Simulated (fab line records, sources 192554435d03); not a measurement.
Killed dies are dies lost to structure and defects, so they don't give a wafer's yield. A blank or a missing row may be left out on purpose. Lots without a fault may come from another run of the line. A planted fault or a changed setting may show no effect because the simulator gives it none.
Which tool did it? | flow n5_finfet | 12 lots, 36 wafers sampled, at 2 steps of a route of 1938

WHAT THE GAUGES READ, wafer by wafer
N5_BEOL_M10_OCD_MEAS_38.
lot  | measured     | on     | trench_depth_nm (nm)
L074 | day 12 02:56 | ocd-02 | 149.7 149.0 142.4
L077 | day 12 23:38 | ocd-02 | 146.2 149.1 149.0
L080 | day 13 09:19 | ocd-01 | 152.2 146.7 146.4
L081 | day 13 15:47 | ocd-01 | 149.7 143.9 148.4
L082 | day 14 10:53 | ocd-02 | 147.6 152.2 145.7
L084 | day 14 16:32 | ocd-02 | 148.9 145.6 144.6
L089 | day 14 23:52 | ocd-01 | 147.8 147.5 152.5
L085 | day 15 09:31 | ocd-01 | 144.9 148.2 150.0
L093 | day 15 20:53 | ocd-02 | 150.1 148.9 149.8
L092 | day 16 21:01 | ocd-01 | 147.5 150.9 146.9
L095 | day 17 09:46 | ocd-02 | 146.4 150.6 151.8
L097 | day 18 11:50 | ocd-01 | 152.4 151.7 151.7

WHICH TOOL RAN EACH LOT (tool, then ch and the chambers of the sampled wafers, then the start)
lot  | N5_BEOL_M10_CURE_71
L074 | uv_cure-01 ch 1, day 11 22:50
L077 | uv_cure-01 ch 1, day 12 17:50
L080 | uv_cure-01 ch 2, day 13 02:36
L081 | uv_cure-02 ch 1, day 13 11:12
L082 | uv_cure-03 ch 1, day 14 04:45
L084 | uv_cure-01 ch 1, day 14 13:02
L089 | uv_cure-01 ch 1, day 14 19:15
L085 | uv_cure-03 ch 0, day 15 04:59
L093 | uv_cure-02 ch 0, day 15 18:10
L092 | uv_cure-02 ch 2, day 16 14:10
L095 | uv_cure-01 ch 2, day 17 06:21
L097 | uv_cure-01 ch 0, day 18 05:46
- N5_BEOL_M10_CURE_71: cures SiCOH lowk, time 240 s.

THE ANSWER, worked out from the rows above alone
Rule: what is usual is taken from the lots themselves. Put in order of their means at a reading, lots are off if they are a third of the lots or fewer, leave a main group of 4 or more, and stand apart from it by a gap of 3 or more times the standard deviation of the main group's means; of several such gaps the widest counts. A main group whose means are all the same, to the digits that the tables above print for the reading, isn't used. A lot without any number at a reading at which 4 lots or more have one is off too. The other lots that the step has rows for count as sound.
No lot is off at any reading shown: from this, nothing can be told.

WHAT THE SIMULATOR HAD PUT IN
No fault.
